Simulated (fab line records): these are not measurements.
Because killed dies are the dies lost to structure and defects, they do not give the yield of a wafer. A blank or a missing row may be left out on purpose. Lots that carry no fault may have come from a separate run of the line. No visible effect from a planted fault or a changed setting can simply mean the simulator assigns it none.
fab line records -- flow n5_finfet -- part 2 of 2: steps 7 to 7 of 7
record: lots: 7, wafers: 21, last_day: 17
route steps=1938 shown BEOL_M5@1160 BEOL_M15@1830 PASSIVATION@1936
lots that met no fault: from a run of the same line without faults
start_h: the number of hours between the record's first day and the start of the first shown wafer of the lot -- wait_h: time in hours since the lot's previous step -- " unchanged from the row above -- L1.1+2: a single row standing in for several wafers -- - no value, or no start was given -- * or withheld: withheld -- < > ~ a bound
route shown NAME@n: NAME is a module with steps in the file, n the number in the route of the first one -- usual: mean/standard deviation of fault-free wafers -- same: alike in all rows -- chamber/n: place in a boat -- sites: per-site readings -- _std_site: how widely they spread, as a standard deviation -- _edge_site: the outer-site mean with the inner-site mean subtracted -- radius_mm: how far each site lies from the wafer's centre -- mask NAME#n: copy n -- behind: the tool/chamber that last shaped the wafer -- hold: what put the lot on hold/how long, in hours/how the hold closed -- device: transistor that didn't switch, given as n, p or np -- end of line: tests of these same wafers at the route's end -- a step with no rows: only its recipe -- killed: not the wafer's yield, but the dies lost to structure and defects at the first sort -- map: a wafer's dies, x killed, . not, _ none there
set.NAME: the run value of the setting; set.NAME@STEP: its run value at that earlier step -- model.NAME: the simulator's own value behind a step, which no gauge read
route steps across a sampled set of lots; one table per step, one row per wafer
services: when a tool's chamber went out of use (start_h, in hours from the record's first day, below 0 if earlier), for how many hours, and the reason
== steps ==
step: N5_PASSIVATION_PROBE_49
usual: defect_limited_yield: 91.3/1.3, killed_at_M0_to_M3: 33/8.9, killed_at_M4_up: 15/5.4, killed_at_contacts: 13/5.8, killed_at_front_end: 39/9.9, killed_at_other: 3.2/2.9, killed_dies: 102/15, killed_on_rim: 13/3.7, killed_open: 68/12, killed_short: 34/7.6, sort_bin_4_leakage: 0.00/0.007, sort_bin_5_function: 5.1/0.89, sort_bin_6_memory: 3.2/0.63, sort_bin_8_speed: 0.00/0.007, sort_n_pass: 1078/15, sort_yield_pct: 91.3/1.3
same: gross_dies: 1180, killed_at_back_side: 0
lot.wafer,tool,chamber,start_h,wait_h,defect_limited_yield[%],killed_at_M0_to_M3,killed_at_M4_up,killed_at_contacts,killed_at_front_end,killed_at_other,killed_dies,killed_on_rim,killed_open,killed_short,sort_bin_4_leakage[%],sort_bin_5_function[%],sort_bin_6_memory[%],sort_bin_8_speed[%],sort_n_pass,sort_yield_pct[%]
L195.3,prober-02,-,286.52,0.1,92.1,40,16,7,20,10,93,10,67,26,0,4.7,3.1,0,1087,92.1
L195.4,prober-02,-,286.57,0.2,90.7,44,18,13,29,6,110,17,70,38,0,5.3,3.9,0,1070,90.7
L195.6,prober-02,-,286.67,0.3,93.4,29,12,4,26,7,78,9,50,27,0,3.9,2.5,0,1102,93.4
L197.1,prober-02,-,301.04,0.0,92.0,25,7,14,39,9,94,10,62,32,0,4.5,3.0,0,1086,92.0
L197.5,prober-02,-,301.24,0.2,92.4,20,21,16,29,4,90,9,63,27,0,5.0,2.4,0,1090,92.4
L197.6,prober-02,-,301.29,0.3,91.6,29,17,4,45,4,99,10,75,24,0,4.6,3.5,0,1081,91.6
L199.4,prober-01,-,318.07,0.2,91.4,39,8,12,38,5,102,10,55,47,0,4.7,3.3,0,1078,91.4
L199.5,prober-01,-,318.12,0.2,90.3,36,13,16,45,4,114,12,79,35,0,5.2,4.2,0,1066,90.3
L199.6,prober-01,-,318.17,0.3,91.4,24,12,16,46,3,101,14,69,32,0,4.6,3.6,0,1079,91.4
L200.2,prober-01,-,324.75,0.1,92.5,29,11,12,36,0,88,11,54,33,0,5.1,2.2,0,1092,92.5
L200.3,prober-01,-,324.80,0.1,94.4,25,6,4,29,2,66,4,42,24,0,3.8,1.8,0,1114,94.4
L200.6,prober-01,-,324.95,0.3,93.0,24,7,20,28,4,83,9,55,27,0,4.5,2.3,0,1097,93.0
L202.1,prober-01,-,335.09,0.0,92.4,16,30,9,31,4,90,14,64,26,0,4.9,2.2,0,1090,92.4
L202.2,prober-01,-,335.14,0.1,91.4,38,14,12,26,11,101,16,62,37,0,4.8,3.4,0.08,1078,91.4
L202.3,prober-01,-,335.19,0.1,93.0,22,18,12,28,3,83,11,52,29,0,4.1,2.8,0,1097,93.0
L208.2,prober-02,-,374.12,0.1,91.8,30,16,13,35,3,97,11,63,33,0,5.1,3.1,0,1083,91.8
L208.5,prober-02,-,374.27,0.2,91.7,20,13,16,44,5,98,15,69,28,0,5.3,2.7,0,1082,91.7
L208.6,prober-02,-,374.32,0.3,90.6,28,14,18,46,5,111,13,76,32,0,5.0,4.1,0,1069,90.6
L214.2,prober-02,-,402.13,0.1,90.5,25,13,20,50,4,112,10,73,39,0,5.6,3.5,0,1068,90.5
L214.4,prober-02,-,402.23,0.2,90.2,42,7,25,41,1,116,17,75,41,0.08,6.1,3.5,0,1063,90.1
L214.5,prober-02,-,402.28,0.2,90.3,38,10,23,41,3,115,21,82,33,0,5.8,3.6,0,1065,90.3
killed by level:class
L195.3 BEOL_M0_SAQP:geometric_particle:open=13 FIN_SAQP:geometric_particle:open=9 BEOL_M0_SAQP:geometric_particle:short=8 BEOL_M2:geometric_particle:open=7 MOL_CONTACT_COAG:geometric_particle:open=6 BEOL_M4:geometric_particle:open=6 PAD_METAL:geometric_particle:open=6 BEOL_M2:geometric_particle:short=4
L195.4 MOL_CONTACT_COAG:geometric_particle:open=11 BEOL_M2:geometric_particle:short=8 BEOL_M0_SAQP:geometric_particle:open=7 BEOL_M2:geometric_particle:open=7 DUMMY_GATE:geometric_particle:open=6 BEOL_M0_SAQP:geometric_particle:short=6 STARTING-WAFER:geometric_particle:open=6 GATE_CUT:geometric_particle:short=5
L195.6 BEOL_M0_SAQP:geometric_particle:short=6 BEOL_M2:geometric_particle:open=6 DUMMY_GATE:geometric_particle:open=5 GATE_CUT:geometric_particle:short=5 BEOL_M0_SAQP:geometric_particle:open=5 BEOL_M3:geometric_particle:open=5 FIN_SAQP:geometric_particle:open=4 MOL_CONTACT_COAG:geometric_particle:open=4
L197.1 MOL_CONTACT_COAG:geometric_particle:open=13 FIN_SAQP:geometric_particle:open=9 FIN_SAQP:geometric_particle:short=8 BEOL_M2:geometric_particle:open=7 STI_FIN_REVEAL:geometric_particle:open=5 BEOL_M0_SAQP:geometric_particle:open=5 PASS1_CAP:geometric_particle:short=5 STARTING-WAFER:geometric_particle:open=4
L197.5 BEOL_M4:geometric_particle:open=12 MOL_CONTACT_COAG:geometric_particle:open=11 FIN_SAQP:geometric_particle:open=7 STI_FIN_REVEAL:geometric_particle:open=7 MOL_CONTACT_COAG:geometric_particle:short=5 BEOL_M0_SAQP:geometric_particle:open=4 BEOL_M1:geometric_particle:open=4 BEOL_M3:geometric_particle:open=4
L197.6 FIN_SAQP:geometric_particle:open=17 BEOL_M2:geometric_particle:open=11 BEOL_M4:geometric_particle:open=8 BEOL_M1:geometric_particle:open=6 STI_FIN_REVEAL:geometric_particle:open=6 ILD0:geometric_particle:short=6 BEOL_M3:geometric_particle:open=6 FIN_SAQP:geometric_particle:short=5
L199.4 BEOL_M0_SAQP:geometric_particle:short=13 FIN_SAQP:geometric_particle:short=9 BEOL_M0_SAQP:geometric_particle:open=9 FIN_SAQP:geometric_particle:open=8 MOL_CONTACT_COAG:geometric_particle:short=6 MOL_CONTACT_COAG:geometric_particle:open=6 STI_FIN_REVEAL:geometric_particle:open=4 DUMMY_GATE:geometric_particle:open=4
L199.5 BEOL_M0_SAQP:geometric_particle:open=14 MOL_CONTACT_COAG:geometric_particle:open=12 FIN_SAQP:geometric_particle:open=9 STI_FIN_REVEAL:geometric_particle:open=9 BEOL_M4:geometric_particle:open=8 BEOL_M2:geometric_particle:open=8 GATE_CUT:geometric_particle:short=7 BEOL_M0_SAQP:geometric_particle:short=7
L199.6 MOL_CONTACT_COAG:geometric_particle:open=13 FIN_SAQP:geometric_particle:short=12 FIN_SAQP:geometric_particle:open=11 BEOL_M0_SAQP:geometric_particle:open=8 STI_FIN_REVEAL:geometric_particle:open=7 BEOL_M2:geometric_particle:open=6 BEOL_M4:geometric_particle:open=4 STARTING-WAFER:geometric_particle:open=3
L200.2 STI_FIN_REVEAL:geometric_particle:open=10 MOL_CONTACT_COAG:geometric_particle:open=8 BEOL_M0_SAQP:geometric_particle:short=8 BEOL_M2:geometric_particle:open=6 FIN_SAQP:geometric_particle:short=5 STI_FIN_REVEAL:geometric_particle:short=5 MOL_CONTACT_COAG:geometric_particle:short=4 BEOL_M1:geometric_particle:open=4
L200.3 STI_FIN_REVEAL:geometric_particle:open=8 BEOL_M3:geometric_particle:open=7 FIN_SAQP:geometric_particle:short=6 BEOL_M2:geometric_particle:open=6 BEOL_M0_SAQP:geometric_particle:short=5 BEOL_M0_SAQP:geometric_particle:open=4 FIN_SAQP:geometric_particle:open=3 GATE_CUT:geometric_particle:short=3
L200.6 MOL_CONTACT_COAG:geometric_particle:open=12 MOL_CONTACT_COAG:geometric_particle:short=8 BEOL_M1:geometric_particle:open=8 BEOL_M2:geometric_particle:open=7 FIN_SAQP:geometric_particle:open=5 STI_FIN_REVEAL:geometric_particle:short=4 STI_FIN_REVEAL:geometric_particle:open=4 DUMMY_GATE:geometric_particle:open=4
L202.1 BEOL_M4:geometric_particle:open=15 STI_FIN_REVEAL:geometric_particle:open=9 MOL_CONTACT_COAG:geometric_particle:open=8 BEOL_M5:geometric_particle:open=5 DUMMY_GATE:geometric_particle:open=4 BEOL_M3:geometric_particle:open=4 STARTING-WAFER:geometric_particle:short=4 FIN_SAQP:geometric_particle:open=3
L202.2 BEOL_M0_SAQP:geometric_particle:open=10 BEOL_M4:geometric_particle:open=9 BEOL_M0_SAQP:geometric_particle:short=9 MOL_CONTACT_COAG:geometric_particle:open=9 STI_FIN_REVEAL:geometric_particle:open=7 BEOL_M3:geometric_particle:short=6 BEOL_M2:geometric_particle:open=5 FIN_SAQP:geometric_particle:open=4
L202.3 MOL_CONTACT_COAG:geometric_particle:open=12 BEOL_M0_SAQP:geometric_particle:short=8 FIN_SAQP:geometric_particle:open=6 BEOL_M0_SAQP:geometric_particle:open=6 ILD0:geometric_particle:short=4 STARTING-WAFER:geometric_particle:short=4 STI_FIN_REVEAL:geometric_particle:open=3 GATE_CUT:geometric_particle:short=3
L208.2 MOL_CONTACT_COAG:geometric_particle:open=9 BEOL_M0_SAQP:geometric_particle:short=9 STI_FIN_REVEAL:geometric_particle:open=8 BEOL_M4:geometric_particle:open=8 BEOL_M3:geometric_particle:open=8 DUMMY_GATE:geometric_particle:open=7 FIN_SAQP:geometric_particle:short=5 MOL_CONTACT_COAG:geometric_particle:short=4
L208.5 STI_FIN_REVEAL:geometric_particle:open=14 MOL_CONTACT_COAG:geometric_particle:open=13 FIN_SAQP:geometric_particle:open=10 BEOL_M4:geometric_particle:open=8 STI_FIN_REVEAL:geometric_particle:short=6 BEOL_M3:geometric_particle:open=5 FIN_SAQP:geometric_particle:short=4 BEOL_M0_SAQP:geometric_particle:short=4
L208.6 STI_FIN_REVEAL:geometric_particle:open=16 MOL_CONTACT_COAG:geometric_particle:open=13 BEOL_M0_SAQP:geometric_particle:open=9 DUMMY_GATE:geometric_particle:open=7 BEOL_M0_SAQP:geometric_particle:short=6 STARTING-WAFER:geometric_particle:open=5 MOL_CONTACT_COAG:geometric_particle:short=5 BEOL_M3:geometric_particle:open=5
L214.2 MOL_CONTACT_COAG:geometric_particle:open=16 FIN_SAQP:geometric_particle:open=9 FIN_SAQP:geometric_particle:short=9 STI_FIN_REVEAL:geometric_particle:open=8 BEOL_M0_SAQP:geometric_particle:open=6 BEOL_M1:geometric_particle:short=6 BEOL_M5:geometric_particle:open=6 DUMMY_GATE:geometric_particle:open=5
L214.4 MOL_CONTACT_COAG:geometric_particle:open=20 BEOL_M0_SAQP:geometric_particle:open=13 STI_FIN_REVEAL:geometric_particle:open=12 BEOL_M0_SAQP:geometric_particle:short=8 BEOL_M2:geometric_particle:short=7 FIN_SAQP:geometric_particle:short=5 FIN_SAQP:geometric_particle:open=5 MOL_CONTACT_COAG:geometric_particle:short=5
L214.5 MOL_CONTACT_COAG:geometric_particle:open=22 STI_FIN_REVEAL:geometric_particle:open=15 BEOL_M0_SAQP:geometric_particle:short=9 BEOL_M0_SAQP:geometric_particle:open=9 BEOL_M1:geometric_particle:open=6 STI_FIN_REVEAL:geometric_particle:short=5 DUMMY_GATE:geometric_particle:open=5 BEOL_M1:geometric_particle:short=5
== services ==
tool,chamber,start_h,hours,kind
ald_metal-01,-,166.22,0.4,repair
cmp-01,-,167.41,5.2,pm
cmp-01,-,173.97,1.1,repair
rie_diel-01,3,177.08,-,clean
rie_diel-01,3,177.08,-,consumable_replace:focus_ring
rie_diel-01,3,177.08,12.5,scheduled_down
rie_diel-01,3,177.08,12.5,vent_cycle
ald_metal-03,-,178.01,2.8,pm
cmp-03,-,210.09,40.3,repair
cmp-02,-,226.81,4.0,pm
ald_metal-03,2,227.07,25.8,repair
cmp-02,-,230.81,-,consumable_replace:conditioner
cmp-02,-,230.81,-,consumable_replace:pad
cmp-02,-,232.15,6.3,pm
rie_diel-01,-,232.90,2.8,pm
rie_diel-03,2,248.66,32.5,repair
cmp-02,-,253.63,2.3,repair
rie_diel-05,-,255.94,4.4,repair
ald_metal-01,0,260.24,7.8,repair
rie_diel-03,3,261.12,1.6,repair
rie_diel-05,0,261.54,-,clean
rie_diel-05,0,261.54,-,consumable_replace:focus_ring
rie_diel-05,-,265.35,34.4,repair
